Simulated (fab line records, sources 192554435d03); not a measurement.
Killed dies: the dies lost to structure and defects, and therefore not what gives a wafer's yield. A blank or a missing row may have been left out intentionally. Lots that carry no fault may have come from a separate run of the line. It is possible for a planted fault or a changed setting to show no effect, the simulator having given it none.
Split-lot study | flow n5Finfet | 7 lots, 21 wafers read, on a route of 1938 steps

## SPLIT DETAILS
At N5_FIN_SAQP_PEB_14 (peb time 60 s), the setting pebTimeS was moved away from the recipe's 60 s on 6 of the 21 wafers read, by -21.8% to +20.6%. For the rest of the wafers, this setting stayed at what the recipe calls for.

## BETWEEN THE SPLIT AND THE READING: the file shows 1 step in between
- N5_FIN_SAQP_DEVELOP_15: develop time 30 s

## THE READING
At N5_FIN_SAQP_CD_MEAS_16: cdNm in nanometres, against a target cd of 35.6 nm. Fault-free wafers of this fab line usually give 35.65 nm, standard deviation 0.26 nm.

wafer  | tool, chamber at the split | pebTimeS as run, s | against the recipe | cdNm, nm | against lot-mates on the recipe
L075.2 | lithoTrack-05, 0           | 60                 | recipe             | 35.78    | -
L075.3 | lithoTrack-05, 0           | 60                 | recipe             | 35.54    | -
L075.6 | lithoTrack-05, 0           | 60                 | recipe             | 35.47    | -
L076.1 | lithoTrack-05, 0           | 53.08              | -11.5%             | 36.93    | +1.85
L076.2 | lithoTrack-05, 0           | 60                 | recipe             | 35.08    | -
L076.3 | lithoTrack-05, 0           | 53.08              | -11.5%             | 37.07    | +1.99
L077.1 | lithoTrack-04, 0           | 60                 | recipe             | 35.93    | -
L077.2 | lithoTrack-04, 0           | 60                 | recipe             | 35.86    | -
L077.3 | lithoTrack-04, 0           | 60                 | recipe             | 35.76    | -
L083.3 | lithoTrack-03, 0           | 46.92              | -21.8%             | 39.95    | +4.22
L083.4 | lithoTrack-03, 0           | 60                 | recipe             | 35.92    | -
L083.5 | lithoTrack-03, 0           | 60                 | recipe             | 35.54    | -
L085.2 | lithoTrack-05, 0           | 60                 | recipe             | 35.48    | -
L085.4 | lithoTrack-05, 0           | 49.05              | -18.2%             | 38.41    | +2.93
L085.6 | lithoTrack-05, 0           | 49.05              | -18.2%             | 38.15    | +2.67
L092.1 | lithoTrack-03, 0           | 60                 | recipe             | 36.00    | -
L092.3 | lithoTrack-03, 0           | 60                 | recipe             | 36.11    | -
L092.6 | lithoTrack-03, 0           | 60                 | recipe             | 36.28    | -
L096.3 | lithoTrack-04, 0           | 60                 | recipe             | 35.18    | -
L096.4 | lithoTrack-04, 0           | 60                 | recipe             | 35.65    | -
L096.5 | lithoTrack-04, 0           | 72.39              | +20.6%             | 33.27    | -2.14

THE FIT
A straight line over all 21 wafers: cdNm changes by -0.144 nm for each +1% of pebTimeS; r = -0.95; the points scatter about the line by 0.42 nm.
The same after taking each lot's own level away (the mean of its wafers on the recipe; 21 wafers): -0.15 nm for each +1%; r = -0.98; scatter 0.32 nm.
That fit puts the effect of the largest move of pebTimeS on the reading at 3.3 nm.
From 35.080 to 36.130 nm: that is the span of the lots' own levels, equal to 4.0 times the standard deviation above.
Hence the lot-to-lot level has little effect on the slope; both slopes agree.
Check: +3.1 nm against its lot-mates is what the line predicts for one of the wafers moved furthest among these (-21.8%) when that wafer is left out of the fit. It came out at +4.22 nm against them.

## THE OTHER SPLITS THESE WAFERS WENT THROUGH
These wafers also went through other splits before the reading. Each is held against what the fit with the lots' levels taken away leaves over:
other split on the same wafers      | wafers away from the commonest value | r with cdNm (lot level and that fit taken away)
N5_WELL_APT_PEB_06 pebTimeS         | 3                                    | -0.19
N5_WELL_APT_DEVELOP_07 developTimeS | 8                                    | -0.09
N5_WELL_APT_COAT_19 spinRpm         | 4                                    | -0.25
N5_WELL_APT_PEB_23 pebTempC         | 4                                    | +0.40

## THE FILE'S OWN FIT
cdNm changes by -0.153 nm for each +1% of pebTimeS, r = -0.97.
